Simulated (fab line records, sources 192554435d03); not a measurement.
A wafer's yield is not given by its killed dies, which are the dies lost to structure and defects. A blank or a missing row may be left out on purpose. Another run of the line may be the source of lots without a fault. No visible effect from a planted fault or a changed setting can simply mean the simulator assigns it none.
Split-lot study / flow n5_finfet / 7 lots, 21 wafers read, on a route of 1938 steps

SPLIT DETAILS
At N5_FIN_SAQP_EXPOSE_13 (exposes mask FIN CORE, target cd 35.6 nm), the setting dose_mj was moved away from the recipe's 63.25 on 6 of the 21 wafers read, by -6.6% to +7.1%. The other wafers ran this setting at the recipe's value.

FROM THE SPLIT TO THE READING: what the file shows between them, 2 steps
- N5_FIN_SAQP_PEB_14: peb time 60 s
- N5_FIN_SAQP_DEVELOP_15: develop time 30 s

THE READING
cd_nm (nm) at N5_FIN_SAQP_CD_MEAS_16, where the cd target is 35.6 nm. A value of 35.65 nm with a standard deviation of 0.28 nm is what fault-free wafers of this fab line usually give.

wafer=L074.2; tool, chamber at the split=arfi_scanner-02, 0; dose_mj as run=65.07; against the recipe=+2.9%; cd_nm, nm=34.98; against lot-mates on the recipe=-0.96
wafer=L074.4; tool, chamber at the split=arfi_scanner-02, 0; dose_mj as run=63.25; against the recipe=recipe; cd_nm, nm=36.13; against lot-mates on the recipe=-
wafer=L074.6; tool, chamber at the split=arfi_scanner-02, 0; dose_mj as run=63.25; against the recipe=recipe; cd_nm, nm=35.75; against lot-mates on the recipe=-
wafer=L075.1; tool, chamber at the split=arfi_scanner-01, 0; dose_mj as run=63.25; against the recipe=recipe; cd_nm, nm=35.83; against lot-mates on the recipe=-
wafer=L075.3; tool, chamber at the split=arfi_scanner-01, 0; dose_mj as run=67.73; against the recipe=+7.1%; cd_nm, nm=33.53; against lot-mates on the recipe=-2.30
wafer=L075.4; tool, chamber at the split=arfi_scanner-01, 0; dose_mj as run=63.25; against the recipe=recipe; cd_nm, nm=35.83; against lot-mates on the recipe=-
wafer=L076.1; tool, chamber at the split=arfi_scanner-02, 0; dose_mj as run=67.24; against the recipe=+6.3%; cd_nm, nm=34.12; against lot-mates on the recipe=-1.60
wafer=L076.2; tool, chamber at the split=arfi_scanner-02, 0; dose_mj as run=63.25; against the recipe=recipe; cd_nm, nm=35.85; against lot-mates on the recipe=-
wafer=L076.3; tool, chamber at the split=arfi_scanner-02, 0; dose_mj as run=63.25; against the recipe=recipe; cd_nm, nm=35.58; against lot-mates on the recipe=-
wafer=L078.1; tool, chamber at the split=arfi_scanner-02, 0; dose_mj as run=63.25; against the recipe=recipe; cd_nm, nm=35.30; against lot-mates on the recipe=-
wafer=L078.5; tool, chamber at the split=arfi_scanner-02, 0; dose_mj as run=59.09; against the recipe=-6.6%; cd_nm, nm=37.19; against lot-mates on the recipe=+1.89
wafer=L078.6; tool, chamber at the split=arfi_scanner-02, 0; dose_mj as run=59.09; against the recipe=-6.6%; cd_nm, nm=37.13; against lot-mates on the recipe=+1.83
wafer=L083.3; tool, chamber at the split=arfi_scanner-02, 0; dose_mj as run=63.25; against the recipe=recipe; cd_nm, nm=35.47; against lot-mates on the recipe=-
wafer=L083.5; tool, chamber at the split=arfi_scanner-02, 0; dose_mj as run=63.25; against the recipe=recipe; cd_nm, nm=35.28; against lot-mates on the recipe=-
wafer=L083.6; tool, chamber at the split=arfi_scanner-02, 0; dose_mj as run=63.25; against the recipe=recipe; cd_nm, nm=35.65; against lot-mates on the recipe=-
wafer=L088.2; tool, chamber at the split=arfi_scanner-02, 0; dose_mj as run=63.25; against the recipe=recipe; cd_nm, nm=35.81; against lot-mates on the recipe=-
wafer=L088.3; tool, chamber at the split=arfi_scanner-02, 0; dose_mj as run=63.25; against the recipe=recipe; cd_nm, nm=35.81; against lot-mates on the recipe=-
wafer=L088.4; tool, chamber at the split=arfi_scanner-02, 0; dose_mj as run=65.25; against the recipe=+3.2%; cd_nm, nm=34.88; against lot-mates on the recipe=-0.93
wafer=L090.1; tool, chamber at the split=arfi_scanner-02, 0; dose_mj as run=63.25; against the recipe=recipe; cd_nm, nm=35.97; against lot-mates on the recipe=-
wafer=L090.3; tool, chamber at the split=arfi_scanner-02, 0; dose_mj as run=63.25; against the recipe=recipe; cd_nm, nm=36.19; against lot-mates on the recipe=-
wafer=L090.4; tool, chamber at the split=arfi_scanner-02, 0; dose_mj as run=63.25; against the recipe=recipe; cd_nm, nm=36.10; against lot-mates on the recipe=-

THE FIT
A straight line over all 21 wafers: cd_nm changes by -0.253 nm for each +1% of dose_mj; r = -0.95; the points scatter about the line by 0.27 nm.
The same after taking each lot's own level away (the mean of its wafers on the recipe; 21 wafers): -0.29 nm for each +1%; r = -0.99; scatter 0.13 nm.
On that fit, the largest move of dose_mj shifts the reading by 2.1 nm.
Across the lots, their own levels run from 35.300 to 36.087 nm, a range of 2.8 times the standard deviation given above.
Hence the slope depends on the lot-to-lot level, as the two fits are not the same.
Check: for one of the wafers moved furthest among these (+7.1%), held out of the fit, the line's prediction against its lot-mates is -1.97 nm. Against them it came out at -2.3 nm.

THESE WAFERS: OTHER SPLITS
Other splits were also applied to these wafers ahead of the reading. Each is held against what the fit with the lots' levels taken away leaves over:
other split on the same wafers=N5_ZERO_LAYER_EXPOSE_08 dose_mj; wafers away from the commonest value=7; r with cd_nm (lot level and that fit taken away)=-0.15
other split on the same wafers=N5_ZERO_LAYER_DEVELOP_10 develop_time_s; wafers away from the commonest value=5; r with cd_nm (lot level and that fit taken away)=+0.27
other split on the same wafers=N5_PMOS_HMC_CHANNEL_EPI_EXPOSE_06 dose_mj; wafers away from the commonest value=4; r with cd_nm (lot level and that fit taken away)=-0.04
other split on the same wafers=N5_PMOS_HMC_CHANNEL_EPI_DEVELOP_08 develop_time_s; wafers away from the commonest value=7; r with cd_nm (lot level and that fit taken away)=-0.36
other split on the same wafers=N5_FIN_SAQP_HM_DEP_03 time_s; wafers away from the commonest value=8; r with cd_nm (lot level and that fit taken away)=-0.04

THE FILE'S OWN FIT
cd_nm changes by -0.292 nm for each +1% of dose_mj, r = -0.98.
